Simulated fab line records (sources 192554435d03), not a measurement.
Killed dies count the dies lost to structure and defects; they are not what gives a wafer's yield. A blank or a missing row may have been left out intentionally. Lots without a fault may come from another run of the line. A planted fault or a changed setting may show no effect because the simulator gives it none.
A single fault, viewed from 3 desks ; flow n5_finfet ; what lay behind the numbers comes last; until then each desk has only its own

== THE DEFECT DESK ==
Inspection counts along the route, by lot: the mean over sampled wafers that carry a number. If a lot's mean is further than 4 standard deviations from the usual mean, the lot is out of limits and carries the mark OUT (the distance appears in the brackets).
Columns: A = raw_defect_count at N5_BEOL_M10_INSPECT_58, usual 73; B = raw_defect_count at N5_BEOL_M11_INSPECT_13, usual 404
lot;first seen here;A;B
L425;day 10 04:07;66;484
L427;day 10 17:26;67;349
L432;day 12 12:44;122;562
L433;day 12 22:48;59;327
L439;day 13 19:15;80;339
L437;day 13 19:49;50;388
This desk found nothing out of limits on any of the 6 lots.

== AT THE METROLOGY DESK ==
What the gauges read for every lot (on any tool): the sampled wafers with a number, averaged. If a lot's mean is further than 4 standard deviations from the usual mean, the lot is out of limits and carries the mark OUT (the distance appears in the brackets).
Columns: A = M10_THK at N5_BEOL_M10_THK_MEAS_53, usual 143 nm; B = M10_RS at N5_BEOL_M10_RS_MEAS_57, usual 0.151 ohm/sq; C = M11_ILD_THK at N5_BEOL_M11_THK_MEAS_01, usual 269 nm; D = cd_nm at N5_BEOL_M11_CD_MEAS_11, usual 64.2 nm; E = M11_OVL at N5_BEOL_M11_OVL_MEAS_12, usual -0.2 nm
lot;first seen here;A;B;C;D;E
L425;day 10 03:58;142;0.152;265;64.7;0.3
L427;day 10 17:16;139;0.155;268;64.9;-0.7
L432;day 12 12:35;142;0.151;272;64.3;-0.9
L433;day 12 22:38;143;0.153;266;63.9;-0.6
L439;day 13 19:05;143;0.152;268;64.3;0.3
L437;day 13 19:39;141;0.155;271;64.8;0.7
This desk found nothing out of limits on any of the 6 lots.

== THE TOOL OWNER'S DESK: litho_track-03 ==
The tool's own readings at N5_BEOL_M11_COAT_60 (time 60 s, resist thk 30 nm): means of the sampled wafers that have a number, for each lot that ran on this tool. If a lot's mean is further than 4 standard deviations from the usual mean, the lot is out of limits and carries the mark OUT (the distance appears in the brackets).
Columns: A = exhaust_pa at N5_BEOL_M11_COAT_60, usual 45.0 Pa; B = plate_temp_C at N5_BEOL_M11_COAT_60, usual 219.98 C; C = spin_speed_rpm at N5_BEOL_M11_COAT_60, usual 1500.0 rpm
lot;first seen here;A;B;C
L427;day 10 19:39;45.8;220.15;1499.4
L432;day 12 14:37;45.0;220.19;1625.4 (+99 or more) OUT
L433;day 13 00:21;44.9;219.88;1624.6 (+99 or more) OUT
Finding of this desk: L432, L433 out of limits; the first was L432 at day 12 14:37, on spin_speed_rpm at N5_BEOL_M11_COAT_60. In limits: L427.

== PUT TOGETHER ==
At day 12 14:37, on L432, L433, the tool owner's desk was in a position to raise an alarm.
The defect desk saw nothing out of limits.
From the metrology desk's view, nothing was out of limits.
The defect desk has L432, L433 on record, within its limits.
The metrology desk holds a record of L432, L433, inside its limits.
Of the lots named, all ran N5_BEOL_M11_COAT_60 on litho_track-03.

== WHAT THE SIMULATOR PUT IN ==
Drift in process parameters on litho_track-03 at N5_BEOL_M11_COAT_60, starting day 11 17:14. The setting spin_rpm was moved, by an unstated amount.
Lots struck among those shown: L432, L433.
How many hours passed from the start of the fault until each desk's first out-of-limits reading: the tool owner's desk, 21.
